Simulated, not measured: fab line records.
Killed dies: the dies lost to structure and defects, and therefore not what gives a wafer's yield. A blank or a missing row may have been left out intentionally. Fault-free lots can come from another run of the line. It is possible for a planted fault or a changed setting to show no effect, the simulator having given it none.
Split-lot experiment ; flow n5 finfet ; 21 wafers read across 7 lots, on a route 1938 steps long

ON THE SPLIT
At N5_BEOL_M2_EXPOSE_08 (exposes mask M2), the setting dose mj was moved away from the recipe's 41.25 on 7 of the 21 wafers read, by -6.9% to +5.9%. For the rest of the wafers, this setting stayed at what the recipe calls for.

FROM THE SPLIT TO THE READING: what the file shows between them, 2 steps
- N5_BEOL_M2_PEB_09: peb time 60 s
- N5_BEOL_M2_DEVELOP_10: develop time 30 s

THE READING
cd nm (nm) at N5_BEOL_M2_CD_MEAS_11, where the cd target is 16.79 nm. A value of 16.72 nm with a standard deviation of 0.27 nm is what fault-free wafers of this fab line usually give.

wafer;tool, chamber at the split;dose mj as run;against the recipe;cd nm, nm;against lot-mates on the recipe
L075.1;euv scanner-01, 0;41.25;recipe;16.57;-
L075.4;euv scanner-01, 0;41.25;recipe;16.78;-
L075.6;euv scanner-01, 0;41.25;recipe;16.87;-
L077.1;euv scanner-02, 0;41.25;recipe;16.67;-
L077.4;euv scanner-02, 0;41.25;recipe;16.65;-
L077.5;euv scanner-02, 0;43.5;+5.5%;18.12;+1.46
L084.2;euv scanner-01, 0;41.25;recipe;16.48;-
L084.4;euv scanner-01, 0;42.75;+3.6%;17.34;+0.86
L084.6;euv scanner-01, 0;42.75;+3.6%;17.08;+0.60
L090.1;euv scanner-02, 0;43.27;+4.9%;17.36;+0.82
L090.4;euv scanner-02, 0;41.25;recipe;16.45;-
L090.5;euv scanner-02, 0;41.25;recipe;16.63;-
L092.2;euv scanner-02, 0;41.25;recipe;16.89;-
L092.3;euv scanner-02, 0;43.49;+5.4%;17.21;+0.46
L092.5;euv scanner-02, 0;41.25;recipe;16.61;-
L097.3;euv scanner-02, 0;38.39;-6.9%;15.38;-1.56
L097.4;euv scanner-02, 0;41.25;recipe;17.05;-
L097.6;euv scanner-02, 0;41.25;recipe;16.84;-
L095.2;euv scanner-02, 0;41.25;recipe;16.88;-
L095.3;euv scanner-02, 0;41.25;recipe;16.71;-
L095.6;euv scanner-02, 0;43.7;+5.9%;17.85;+1.05

FIT RESULTS
A straight line over all 21 wafers: cd nm changes by +0.174 nm for each +1% of dose mj; r = +0.92; the points scatter about the line by 0.22 nm.
The same after taking each lot's own level away (the mean of its wafers on the recipe; 21 wafers): +0.194 nm for each +1%; r = +0.95; scatter 0.2 nm.
That fit puts the effect of the largest move of dose mj on the reading at 1.3 nm.
From 16.480 to 16.945 nm: that is the span of the lots' own levels, equal to 1.7 times the standard deviation above.
In other words, the slope is changed by the lot-to-lot level; the two fits disagree.
Check: -1.24 nm against its lot-mates is what the line predicts for one of the wafers moved furthest among these (-6.9%) when that wafer is left out of the fit. It came out at -1.56 nm against them.

ADDITIONAL SPLITS CARRIED BY THESE WAFERS
These wafers also went through other splits before the reading. Each is held against what the fit with the lots' levels taken away leaves over:
other split on the same wafers;wafers away from the commonest value;r with cd nm (lot level and that fit taken away)
N5_BEOL_M0_SAQP_COAT_08 spin rpm;8;-0.02
N5_BEOL_M0_CUTY_ETCH_63 source w;6;-0.13
N5_BEOL_M0_DEP_125 time s;7;+0.24
N5_BEOL_M1_PECVD_72 time s;6;+0.46

THE WHOLE CHAIN: every reading that the file lists as answering this split, in the file's order
step;what it does;reading;change (the file's fit);r (the file's)
N5_BEOL_M2_CD_MEAS_11;target cd 16.79 nm;cd nm;+0.191 nm for each +1% of the setting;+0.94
N5_BEOL_M2_ETCH_74;etches underlayer in N2/H2, target depth 6.5 nm, time 5.2 s;BEOL_M2.cd offset nm (the simulator's own value, which no gauge read);+0.191 nm for each +1% of the setting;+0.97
N5_BEOL_M2_ETCH_63;etches SiARC in CF4, target depth 15.6 nm, time 26 s;BEOL_M2.cd offset nm (the simulator's own value, which no gauge read);+0.183 nm for each +1% of the setting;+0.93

THE FILE'S OWN FIT
cd nm changes by +0.191 nm for each +1% of dose mj, r = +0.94.
